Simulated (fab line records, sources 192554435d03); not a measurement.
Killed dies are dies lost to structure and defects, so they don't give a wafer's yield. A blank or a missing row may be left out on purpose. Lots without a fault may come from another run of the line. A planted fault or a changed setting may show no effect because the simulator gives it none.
Which tool did it? | flow n5_finfet | 11 lots, 33 wafers sampled, at 1 step of a route of 1938

WHAT THE GAUGES READ, wafer by wafer
N5_BEOL_M8_CD_MEAS_35: target cd 40 nm.
lot  | measured     | on        | cd_nm (nm)
L889 | day 9 12:01  | cd_sem-03 | 38.6 39.6 40.4
L891 | day 9 19:31  | cd_sem-03 | 39.6 38.7 40.4
L892 | day 10 03:13 | cd_sem-02 | 40.1 39.6 39.0
L893 | day 10 06:48 | cd_sem-01 | 39.8 40.4 40.9
L894 | day 10 17:28 | cd_sem-02 | 40.4 39.9 39.9
L895 | day 11 03:28 | cd_sem-02 | 40.5 40.6 40.2
L899 | day 11 21:00 | cd_sem-02 | 39.0 39.9 38.9
L898 | day 11 21:31 | cd_sem-02 | 39.7 39.5 39.0
L902 | day 12 17:49 | cd_sem-01 | 39.1 40.0 39.5
L901 | day 13 09:00 | cd_sem-01 | 40.0 40.3 39.7
L905 | day 14 02:16 | cd_sem-02 | 38.6 39.4 39.7

WHICH TOOL RAN EACH LOT (tool, then ch and the chambers of the sampled wafers, then the start)
The record holds no process step before these readings.

THE ANSWER, worked out from the rows above alone
Rule: what is usual is taken from the lots themselves. Put in order of their means at a reading, lots are off if they are a third of the lots or fewer, leave a main group of 4 or more, and stand apart from it by a gap of 3 or more times the standard deviation of the main group's means; of several such gaps the widest counts. A main group whose means are all the same, to the digits that the tables above print for the reading, isn't used. A lot without any number at a reading at which 4 lots or more have one is off too. The other lots that the step has rows for count as sound.
No lot is off at any reading shown: from this, nothing can be told.

WHAT THE SIMULATOR HAD PUT IN
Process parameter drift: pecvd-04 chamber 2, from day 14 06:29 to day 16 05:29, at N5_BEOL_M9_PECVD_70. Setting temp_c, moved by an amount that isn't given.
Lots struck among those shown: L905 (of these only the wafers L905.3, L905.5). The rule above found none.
